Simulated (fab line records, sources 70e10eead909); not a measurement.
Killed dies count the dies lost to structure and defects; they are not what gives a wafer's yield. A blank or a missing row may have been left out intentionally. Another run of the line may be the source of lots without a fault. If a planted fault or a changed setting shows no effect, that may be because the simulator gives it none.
Comparing a struck lot with a sound one | flow nand harc | 14 out of 1159 route steps
Sound: the wafers L285.1, L285.3, L285.5. Struck: wafer L280.5; the same lot's L280.4 was not struck, so it is left out; see the end for the cause.
At each step with rows: each side's tool, then ch and its chambers, then its first start. Under that, the readings that differ: sound wafers | struck wafers | difference of the means | sigmas: that difference in standard deviations of wafers without a fault.
alike: words and numbers the same on both sides, and readings whose means are apart by under 2 such deviations; not compared: readings that were withheld, readings missing a value for some wafer, numbers with overlapping values and no deviation given by the record, and bounds like >300 which may hide the same value.
A row with sigmas, a row that says differs or no value, or rows on one side alone: a step with any of these is where the two part. Non-overlapping numbers with no deviation appear without sigmas and do not part them. A reading that every wafer of one side lacks parts them only if that side has two wafers or more.

first, 1 step without rows for these wafers: NHARC_A_ONON_D1_DEP_09 (target thk 1000 nm).
NHARC_A_ONON_D1_THK_MEAS_11: measures by ellipsometry.
  sound on film metro-01, day 11 08:02; struck on film metro-01, day 9 23:23
  alike: thk nm
then NHARC_A_ONON_D1_DEP_12 (target thk 1000 nm), 1 step lacking rows for these wafers.
NHARC_A_ONON_D1_THK_MEAS_14: measures by ellipsometry.
  sound on film metro-01, day 11 08:36; struck on film metro-01, day 9 23:56
  alike: thk nm
then, 2 steps without rows for these wafers: NHARC_A_ONON_D1_ANNEAL_15 (time 3600 s); NHARC_A_ONON_D1_DEP_16 (target thk 1000 nm).
NHARC_A_ONON_D1_THK_MEAS_18: measures by ellipsometry.
  sound on film metro-01, day 11 15:41; struck on film metro-01, day 10 06:05
  alike: thk nm
then NHARC_A_ONON_D1_DEP_19 (target thk 1000 nm), 1 step lacking rows for these wafers.
NHARC_A_ONON_D1_THK_MEAS_21: measures by ellipsometry.
  sound on film metro-01, day 11 16:16; struck on film metro-01, day 10 06:40
  alike: thk nm
then NHARC_A_ONON_D1_DEP_22 (target thk 1000 nm), 1 step lacking rows for these wafers.
NHARC_A_ONON_D1_THK_MEAS_24: measures by ellipsometry.
  sound on film metro-01, day 11 16:49; struck on film metro-01, day 10 07:14
  alike: thk nm
NHARC_A_ONON_D1_DEP_25: target thk 1000 nm.
  sound on pecvd onon-01 ch 0, day 11 16:53; struck on pecvd onon-03 ch 0, day 10 07:27
NHARC_A_ONON_D1_THK_MEAS_27: measures by ellipsometry.
  sound on film metro-01, day 11 17:23; struck on film metro-01, day 10 07:47
  reading     | sound        | struck | difference | sigmas
  thk nm (nm) | 1000 999 999 | 1026   | +27        | +3
then NHARC_A_ONON_D1_DEP_28 (target thk 1000 nm), 1 step lacking rows for these wafers.

## WHERE THEY PART
Only at NHARC_A_ONON_D1_THK_MEAS_27, as far as this record shows.

WHY: the cause the simulator had injected
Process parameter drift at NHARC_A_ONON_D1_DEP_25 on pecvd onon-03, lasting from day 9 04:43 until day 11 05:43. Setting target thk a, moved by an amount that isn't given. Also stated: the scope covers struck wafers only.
